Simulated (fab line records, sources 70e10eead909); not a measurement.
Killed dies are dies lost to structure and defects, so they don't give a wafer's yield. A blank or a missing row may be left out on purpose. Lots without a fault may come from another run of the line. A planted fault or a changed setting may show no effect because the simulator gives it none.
Chamber matching | flow nand_harc | NHARC_A_STAIRCASE_CMP_450 on cmp-02: 4 sister chambers
The step polishes SiO2, target thk 200 nm. 20 wafers are shown with their chamber, then 10 later ones without.

WAFERS WITH THEIR CHAMBER
wafer  | chamber | motor_current_A (A)
L075.3 | 1       | 12.7
L075.4 | 3       | 13.7
L075.6 | 3       | 14.1
L080.1 | 0       | 12.1
L080.3 | 3       | 14.9
L080.6 | 3       | 13.9
L082.2 | 0       | 12.5
L082.3 | 2       | 10.1
L082.6 | 2       | 9.8
L085.1 | 1       | 12.3
L085.4 | 3       | 13.7
L085.6 | 3       | 14.6
L090.4 | 0       | 12.1
L090.5 | 0       | 11.5
L090.6 | 1       | 12.5
L094.4 | 2       | 9.3
L094.5 | 1       | 13.1
L094.6 | 0       | 12.0
L092.4 | 2       | 9.5
L092.5 | 2       | 9.7

SIGNATURES (means of the wafers above)
reading         | chamber 0 | chamber 1 | chamber 2 | chamber 3 | scatter within a chamber
motor_current_A | 12.040    | 12.650    | 9.680     | 14.150    | 0.393
Rule: a wafer's distance from a chamber is the root of the sum, over the readings, of the square of ((its reading less the chamber's mean) divided by the reading's scatter). The wafer belongs to the nearest chamber; if the next one is less than 2 further off, it can't be placed. The scatter: the root of (the sum of the squares of (reading less its chamber's mean) over the shown wafers, divided by (wafers less chambers)).

WAFERS WITHOUT THEIR CHAMBER
wafer  | motor_current_A (A)
L092.6 | 12.1
L091.1 | 10.2
L091.3 | 12.7
L091.4 | 14.0
L097.1 | 12.2
L097.2 | 12.5
L097.4 | 12.9
L096.3 | 13.4
L096.4 | 11.4
L096.6 | 13.0

WHICH CHAMBER EACH WENT THROUGH
wafer  | from the rows above          | in truth
L092.6 | can't be placed: 0 or 1      | 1
L091.1 | 2                            | 2
L091.3 | can't be placed: 1 or 0      | 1
L091.4 | 3                            | 3
L097.1 | can't be placed: 0 or 1      | 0
L097.2 | can't be placed: 1 or 0      | 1
L097.4 | can't be placed: 1 or 0      | 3
L096.3 | can't be placed: 1 or 3 or 0 | 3
L096.4 | can't be placed: 0 or 1      | 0
L096.6 | can't be placed: 1 or 0      | 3
Placed correctly: 2 of 10. Can't be placed from these rows: 8 (the true chamber is among the candidates in 6). Placed wrongly: 0.
